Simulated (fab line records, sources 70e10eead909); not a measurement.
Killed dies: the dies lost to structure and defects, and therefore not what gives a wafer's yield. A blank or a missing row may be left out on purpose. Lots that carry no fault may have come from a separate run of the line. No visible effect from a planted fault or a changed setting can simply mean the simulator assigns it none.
A struck lot beside a sound one || flow nand harc || 16 steps out of a route of 1159
Sound: the wafers L382.1, L382.2, L382.3. Struck: wafers L396.2, L396.4. Last of all comes the cause.
Order at every step that has rows: each side's tool, ch and its chambers, its first start. Under that, the readings that differ: sound wafers || struck wafers || difference of the means || sigmas: that difference in standard deviations of wafers without a fault.
alike: readings with means less than 2 such deviations apart, plus words and numbers identical on both sides. not compared: withheld readings, readings lacking a value on some wafer, bounds such as >300 that could conceal the same value, and numbers that have no deviation in the record and whose values overlap.
A row with sigmas, a row that says differs or no value, or rows on one side alone: a step with any of these is where the two part. Non-overlapping numbers with no deviation appear without sigmas and do not part them. Lack of a reading on every wafer of one side parts them only where that side has two or more wafers.

first, 3 steps without rows for these wafers: NHARC_A_WL_FILL_ALD_10 (deposits SiO2, target thk 50 nm, pulse time 10 s, ald cycles 500); NHARC_A_WL_FILL_ETCHBACK_16 (etches the open film in C4F8/O2/Ar, target depth 88 nm, time 17.6 s); NHARC_A_WL_FILL_STRIP_29 (strips in O2, time 20 s).
NHARC_A_WL_FILL_ETCHBACK_17: etches the open film in Cl2/BCl3, target depth 4 nm, time 26.7 s.
  sound on rie metal-03 ch 0,1, day 15 10:49; struck on rie metal-03 ch 0, day 19 02:30
  alike: drypump motor current A, he backside leak sccm, oes product au
  not compared: rf hours counter h
then, 3 steps without rows for these wafers: NHARC_A_WL_FILL_PRECLEAN_18 (cleans in dHF, time 30 s); NHARC_A_WL_FILL_SRD_21; NHARC_A_WL_FILL_CVD_23 (deposits poly-Si, target thk 40 nm, time 800 s).
NHARC_A_WL_FILL_ETCHBACK_26: etches the open film in HBr, target depth 52 nm, time 13.3 s.
  sound on rie si-05 ch 0,1,3, day 15 17:17; struck on rie si-05 ch 0,2, day 19 07:32
{"reading": "rf hours counter h (h)", "sound": "0.4 0.6 0.8", "struck": "0.2 0.2", "difference": -0.4, "sigmas": ""}
  alike: drypump motor current A, he backside leak sccm, oes product au, throttle valve pct
then, 2 steps without rows for these wafers: NHARC_A_WL_FILL_PRECLEAN_30 (cleans in dHF, time 10 s); NHARC_A_WL_FILL_SRD_14.
NHARC_A_WL_FILL_ALD_19: deposits TiN, target thk 2 nm, pulse time 3 s, ald cycles 100.
  sound on ald metal-01 ch 0,2,3, day 15 17:34; struck on ald metal-04 ch 2,3, day 19 07:51
  alike: heater power outer w, heater power w, precursor pulse height rel
NHARC_A_WL_FILL_CVD_20: deposits W, target thk 75 nm, time 5064 s.
  sound on cvd w-01 ch 0,1, day 15 20:20; struck on cvd w-02 ch 0, day 19 09:08
{"reading": "heater power outer w (W)", "sound": "282 235 233", "struck": "313 301", "difference": "+57", "sigmas": "+2"}
  alike: heater power w, throttle valve pct
NHARC_A_WL_FILL_CMP_12: polishes, t overpolish 30 s, target thk 75 nm.
  sound on cmp-04 ch 0,1,2, day 16 01:19; struck on cmp-03 ch 1,2, day 19 14:08
  alike: motor current A, overpolish run s, time to endpoint s
next, for these wafers, 1 step has no rows: NHARC_A_WL_FILL_SRD_31.
NHARC_A_CONTACT_DEP_24: deposits SiO2, target thk 500 nm.
  sound on pecvd-02 ch 0,1,2, day 16 02:03; struck on pecvd-02 ch 0,2, day 19 19:54
{"reading": "hold", "sound": "- - -", "struck": "await dispo/4.9h/release await dispo/4.9h/release", "difference": "no value on the sound wafers", "sigmas": ""}
  alike: heater power outer w, heater power w, throttle valve pct
-- record jumps: 3 days between struck wafers' starts before vs after; left off in module A_CONTACT, resumes in module END, first step shown is number 1159 of the route --
NHARC_END_SORT_01:
  the record has rows for the struck wafers here (prober-01 ch 0, day 23 07:16) and none for the sound ones

## WHERE THEY PART
Earliest at NHARC_A_WL_FILL_CVD_20; latest, in this record, at NHARC_END_SORT_01.

WHY: whatever the simulator had introduced
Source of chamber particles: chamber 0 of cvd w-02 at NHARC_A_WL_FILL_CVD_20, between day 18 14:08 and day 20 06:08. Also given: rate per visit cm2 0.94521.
